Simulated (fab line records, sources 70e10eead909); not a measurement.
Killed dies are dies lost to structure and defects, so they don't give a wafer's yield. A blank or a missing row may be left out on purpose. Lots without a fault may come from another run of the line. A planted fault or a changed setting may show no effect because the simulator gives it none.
Problem report in the 8D (eight disciplines) form, filled by code | flow nand_harc | the parts of the form that need people (team, actions taken, sign-off) are left out

1. THE PROBLEM
rf_fwd_power_W at NHARC_P_M2_PRE_CLEAN_32 reads a mean of 305.3 W on 3 wafers of 2 lots; wafers without a fault read 292.6 W with a standard deviation of 0.94. That is +13 standard deviations from the usual mean.
The step: time 12 s.
First seen on wafer L240.3, day 10 21:23, on pecvd-04. The record holds 36 wafers of 12 lots with a number at this step. Rule for "out", or "out of limits": more than 4 standard deviations from the usual mean. The other wafers with a number count as sound.

2. WHAT IT IS AND WHAT IT IS NOT
question                    | is                     | is not
which readings at this step | rf_fwd_power_W         | heater_power_w
which lots                  | L240, L242             | L221, L225, L226, L227, L228, L229, L232, L238, L243, L244
which wafers of those lots  | L240.3, L242.1, L242.4 | L240.1, L240.6, L242.2
read on which tools         | pecvd-04               | pecvd-01, pecvd-03
when                        | from day 10 21:23      | up to then (26 sound wafers); but 7 sound wafers of L242, L243, L244 came after

3. SUSPECTS, AND WHAT RULES EACH OUT
Counting: a tool at a process step up to the reading stays a suspect if it ran every lot that is out. Sound lots after the first of them don't rule it out here, since some wafers of a struck lot are sound.
- pecvd-04 at NHARC_P_M2_PRE_CLEAN_32 (time 12 s): kept. It ran every lot that is out, first L240 (day 10 21:23); its last sound lot up to then is L238 (day 10 10:03). Its own readings are out on those wafers: rf_fwd_power_W.
- Within pecvd-04 at NHARC_P_M2_PRE_CLEAN_32: the wafers that are out ran in chamber 0; their sound lot-mates ran in chamber 2.
Left after counting: pecvd-04 at NHARC_P_M2_PRE_CLEAN_32.

4. THE CAUSE (what the simulator had put in)
Process parameter drift: pecvd-04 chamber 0, from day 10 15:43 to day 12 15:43, at NHARC_P_M2_PRE_CLEAN_32. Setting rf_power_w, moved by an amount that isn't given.
Counting left only this tool.

5. THE CHAIN OF EFFECTS, in route order
Each row: a reading whose mean over the struck wafers that have a number lies more than 3 standard deviations from the usual. Only readings for which the record gives a usual standard deviation are gone through. hours: the time from each lot's start at the first step in this table that gives one to its start at this step, as a median over the lots. sigmas: the change in usual standard deviations.
hours | step                    | reading        | usual   | on struck wafers | change | sigmas
0     | NHARC_P_M2_PRE_CLEAN_32 | rf_fwd_power_W | 292.6 W | 305.3            | +12.7  | +13
The process steps in it:
- NHARC_P_M2_PRE_CLEAN_32: time 12 s.

6. WHAT WOULD HAVE CAUGHT IT SOONER
In this record the first reading out of limits was taken at day 10 21:23, 6 hours after the fault began at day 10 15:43.
